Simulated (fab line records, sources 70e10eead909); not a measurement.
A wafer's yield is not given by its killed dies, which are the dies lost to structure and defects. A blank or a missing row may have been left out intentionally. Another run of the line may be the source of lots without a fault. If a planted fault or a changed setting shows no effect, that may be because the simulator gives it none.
Comparing a struck lot with a sound one || flow nandHarc || 14 out of 1302 route steps
Sound: the wafers L800.1, L800.4, L800.5. Struck: wafer L810.3 (L810.4, L810.5, from the same lot, were not struck and are left out); the cause is given at the end.
Per side, at each step with rows, come the tool, then ch with its chambers, and then its first start. Under that, the readings that differ: sound wafers || struck wafers || difference of the means || sigmas: that difference in standard deviations of wafers without a fault.
alike: words and numbers the same on both sides, and readings whose means are apart by under 2 such deviations; not compared: readings that were withheld, readings missing a value for some wafer, numbers with overlapping values and no deviation given by the record, and bounds like >300 which may hide the same value.
Wherever a step has rows on one side only, a row that says differs or no value, or a row with sigmas, the two part there. Numbers that don't overlap but have no deviation are shown without sigmas and don't part them. A reading that every wafer of one side lacks parts them only if that side has two wafers or more.

first, 8 steps without rows for these wafers: NHARC_THIN_TSV_DEHYDRATE_25 (time 120 s); NHARC_THIN_TSV_HMDS_26 (time 30 s); NHARC_THIN_TSV_COAT_27; NHARC_THIN_TSV_SOFTBAKE_28 (time 95 s); NHARC_THIN_TSV_EBR_29; NHARC_THIN_TSV_EXPOSE_30 (exposes mask PAD); NHARC_THIN_TSV_PEB_31 (peb time 85 s); NHARC_THIN_TSV_DEVELOP_32 (time 70 s).
NHARC_THIN_TSV_CD_MEAS_33 targets a cd of 5000 nm.
  sound on cdSem-01 ch 0, day 24 00:17; struck on cdSem-01 ch 0, day 28 09:35
  alike: cdNm
then, 1 step without rows for these wafers: NHARC_THIN_TSV_HARDBAKE_34 (time 80 s).
NHARC_THIN_TSV_DESCUM_35: chemistry O2, time 3 s.
  sound on rieDiel-10 ch 0,3, day 24 00:28; struck on rieDiel-08 ch 3, day 28 09:45
  alike: drypumpMotorCurrentA, oesProductAu, rfVppV, showerheadPlenumPTorr, throttleValvePct
  not compared: rfHoursCounterH
NHARC_THIN_TSV_ETCH_59: etches the open film in Cl2/BCl3, target depth 880 nm, time 138.1 s.
  sound on rieMetal-03 ch 0, day 24 00:38; struck on rieMetal-01 ch 0, day 28 09:57
{"reading": "drypumpMotorCurrentA (A)", "sound": "5.0 5.0 5.0", "struck": 6.3, "difference": "+1.3", "sigmas": "+2"}
  alike: oesProductAu, throttleValvePct
  not compared: rfHoursCounterH
NHARC_THIN_TSV_ETCH_36: etches the open film in Cl2/BCl3, target depth 65 nm, time 18.571 s.
  sound on rieMetal-03 ch 0, day 24 00:52; struck on rieMetal-01 ch 0, day 28 10:09
{"reading": "drypumpMotorCurrentA (A)", "sound": "5.0 5.0 5.0", "struck": 6.3, "difference": "+1.3", "sigmas": "+2"}
{"reading": "oesProductAu (a.u.)", "sound": "0.993 0.981 0.988", "struck": 0.841, "difference": -0.146, "sigmas": -10}
  not compared: rfHoursCounterH
NHARC_THIN_TSV_STRIP_56: strips in O2.
  sound on plasmaAsher-01 ch 0,1, day 24 01:00; struck on plasmaAsher-02 ch 1, day 28 10:20
  alike: drypumpMotorCurrentA, heaterPowerW
  not compared: rfHoursCounterH

## WHERE THEY PART
Earliest at NHARC_THIN_TSV_ETCH_59; latest, in this record, at NHARC_THIN_TSV_ETCH_36. Later steps at which nothing parts them and some readings are alike: NHARC_THIN_TSV_STRIP_56.

WHY: whatever the simulator had introduced
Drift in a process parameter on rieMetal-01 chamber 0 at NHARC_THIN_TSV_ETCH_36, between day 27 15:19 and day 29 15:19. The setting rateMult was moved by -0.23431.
